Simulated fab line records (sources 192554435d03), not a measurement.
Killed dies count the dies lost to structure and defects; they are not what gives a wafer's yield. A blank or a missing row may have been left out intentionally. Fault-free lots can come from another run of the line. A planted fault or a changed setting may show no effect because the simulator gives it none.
Matching of chambers + flow n5_finfet + N5_BEOL_M0_SAQP_MANDREL1_REMOVE_100 on rie_si-06 has 4 sister chambers
The step chemistry HBr/Cl2/O2, target a-Si, stops on SiNx, bt time 10 s. 7 wafers are shown with their chamber, then 8 later ones without.

== EACH WAFER AND ITS CHAMBER ==
| wafer  | chamber | drypump_motor_current_A (A) | throttle_valve_pct (%) |
|--------|---------|-----------------------------|------------------------|
| L077.3 | 3       | 5.2                         | 36.0                   |
| L081.3 | 0       | 6.3                         | 36.8                   |
| L086.5 | 2       | 4.8                         | 36.6                   |
| L089.3 | 3       | 5.3                         | 35.9                   |
| L089.4 | 1       | 5.7                         | 36.8                   |
| L089.6 | 2       | 4.7                         | 36.6                   |
| L091.1 | 1       | 5.7                         | 36.9                   |

== WAFERS WITH NO CHAMBER GIVEN ==
| wafer  | drypump_motor_current_A (A) | throttle_valve_pct (%) |
|--------|-----------------------------|------------------------|
| L091.3 | 5.2                         | 35.9                   |
| L091.4 | 6.3                         | 36.8                   |
| L095.1 | 4.8                         | 36.6                   |
| L095.3 | 6.3                         | 36.8                   |
| L095.4 | 5.7                         | 36.9                   |
| L097.1 | 5.3                         | 35.9                   |
| L097.2 | 4.8                         | 36.6                   |
| L097.5 | 5.2                         | 35.9                   |

== CHAMBER TAKEN BY EACH ==
| wafer  | from the rows above | in truth |
|--------|---------------------|----------|
| L091.3 | 3                   | 3        |
| L091.4 | 0                   | 0        |
| L095.1 | 2                   | 2        |
| L095.3 | 0                   | 0        |
| L095.4 | 1                   | 1        |
| L097.1 | 3                   | 3        |
| L097.2 | 2                   | 2        |
| L097.5 | 3                   | 3        |
Placed correctly: 8 of 8. Number that these rows cannot place: 0. Number placed wrongly: 0.
How it was worked out, from the rows above alone: a wafer's distance from a chamber is the root of the sum, over the readings, of the square of ((its reading less the chamber's mean) divided by the reading's scatter). If the next closest chamber is less than 2 further off than the closest, the wafer can't be placed; otherwise it belongs to the closest. For every chamber, the mean is computed from those of its wafers that are shown. The scatter is the square root of a quotient: the sum, over the shown wafers, of each reading's squared deviation from its chamber's mean, divided by wafers minus chambers.
